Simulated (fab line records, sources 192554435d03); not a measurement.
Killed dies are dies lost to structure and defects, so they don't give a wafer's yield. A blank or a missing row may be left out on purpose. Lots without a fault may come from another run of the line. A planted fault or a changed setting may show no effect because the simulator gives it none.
A struck lot beside a sound one | flow n5_finfet | 14 steps out of a route of 1938
Sound: wafers L517.1, L517.2, L517.3. Struck: wafer L526.5. (L526.3, L526.6 of the same lot were not struck and are left out.) The cause comes at the end.
At each step with rows: each side's tool, then ch and its chambers, then its first start. Under that, the readings that differ: sound wafers | struck wafers | difference of the means | sigmas: that difference in standard deviations of wafers without a fault.
alike: readings whose means differ by less than 2 such deviations, and words and numbers that are the same on both sides. not compared: withheld readings, readings that some wafer has no value for, bounds like >300 that may hide the same value, and numbers for which the record gives no deviation and whose values overlap.
The two part at a step that has a row with sigmas, a row that says differs or no value, or rows on one side only. Numbers that don't overlap but have no deviation are shown without sigmas and don't part them. A reading that every wafer of one side lacks parts them only if that side has two wafers or more.

first, 2 steps without rows for these wafers: N5_FIN_SAQP_HM_OPEN_73 (chemistry CHF3/O2, target SiO2, stops on a-Si, target depth 12 nm, time 16.8 s); N5_FIN_SAQP_STRIP_74 (strips in CHF3/O2).
N5_FIN_SAQP_MANDREL_ETCH_22: etches a-Si in HBr/Cl2, stops on SiNx, target depth 60 nm, bt time 10 s, time 30 s.
  sound on rie_si-02 ch 1,2,3, day 3 16:32; struck on rie_si-06 ch 2, day 5 22:22
  alike: drypump_motor_current_A, oes_product_au, throttle_valve_pct
  not compared: rf_hours_counter_h
then, 4 steps without rows for these wafers: N5_FIN_SAQP_STRIP_55 (strips in N2/H2); N5_FIN_SAQP_STRIP_23 (strips in SPM, time 750 s); N5_FIN_SAQP_SRD_66 (time 30 s); N5_FIN_SAQP_RECESS_75 (chemistry HF/NH3, target SiO2, target depth 14.4 nm, afs cycles 3, sublimation time 60 s).
N5_FIN_SAQP_SPACER1_ALD_24: deposits SiO2, target thk 20.3 nm, pulse time 1 s, purge time 2 s.
  sound on ald_sin-04 ch 0,1,2, day 3 17:53; struck on ald_sin-04 ch 2, day 6 00:08
  alike: heater_power_w, precursor_pulse_height_rel
then, 1 step without rows for these wafers: N5_FIN_SAQP_SPACER1_ETCHBACK_25 (etches SiO2 in CHF3/O2, target depth 24.4 nm, time 12.2 s).
N5_FIN_SAQP_MANDREL1_REMOVE_56: chemistry HBr/Cl2/O2, target a-Si, stops on SiNx, bt time 10 s.
  sound on rie_si-02 ch 0,1,3, day 3 18:41; struck on rie_si-06 ch 1, day 6 00:56
  reading                | sound          | struck | difference | sigmas
  throttle_valve_pct (%) | 36.6 36.3 36.2 | 37.2   | +0.8       | +2
  alike: drypump_motor_current_A, oes_product_au
  not compared: rf_hours_counter_h
N5_FIN_SAQP_CD_MEAS_27: target cd 20 nm.
  sound on cd_sem-03 ch 0, day 3 18:48; struck on cd_sem-03 ch 0, day 6 01:04
  alike: cd_nm
N5_FIN_SAQP_ETCH_57: etches SiNx in CH3F/O2, target depth 32.5 nm, time 46.4 s.
  sound on rie_diel-04 ch 0,1,2, day 3 18:51; struck on rie_diel-01 ch 1, day 6 01:07
  alike: drypump_motor_current_A, etch_rf_on_time_s, oes_product_au, rf_vpp_V, showerhead_plenum_p_Torr, throttle_valve_pct
  not compared: rf_hours_counter_h
N5_FIN_SAQP_ETCH_65: etches SiO2 in CF4, target depth 4 nm, time 4.4 s.
  sound on rie_si-05 ch 0,2,3, day 3 18:58; struck on rie_si-02 ch 1, day 6 01:13
  reading                  | sound             | struck | difference | sigmas
  oes_product_au (a.u.)    | 1.013 0.988 1.012 | 1.052  | +0.048     | +3
  model.etch.depth_nm (nm) | 3.928 3.924 4.056 | 4.706  | +0.737     |
  alike: drypump_motor_current_A, throttle_valve_pct
  not compared: rf_hours_counter_h
N5_FIN_SAQP_MANDREL_ETCH_58: etches a-Si in HBr/Cl2, stops on SiNx, target depth 45 nm, bt time 10 s, time 27 s.
  sound on rie_si-05 ch 0,2,3, day 3 18:59; struck on rie_si-02 ch 1, day 6 01:15
  alike: drypump_motor_current_A, oes_product_au, throttle_valve_pct
  not compared: rf_hours_counter_h

WHERE THEY PART
First at N5_FIN_SAQP_MANDREL1_REMOVE_56; last, within this record, at N5_FIN_SAQP_ETCH_65. Later steps at which nothing parts them and some readings are alike: N5_FIN_SAQP_MANDREL_ETCH_58.

WHY: what the simulator had put in
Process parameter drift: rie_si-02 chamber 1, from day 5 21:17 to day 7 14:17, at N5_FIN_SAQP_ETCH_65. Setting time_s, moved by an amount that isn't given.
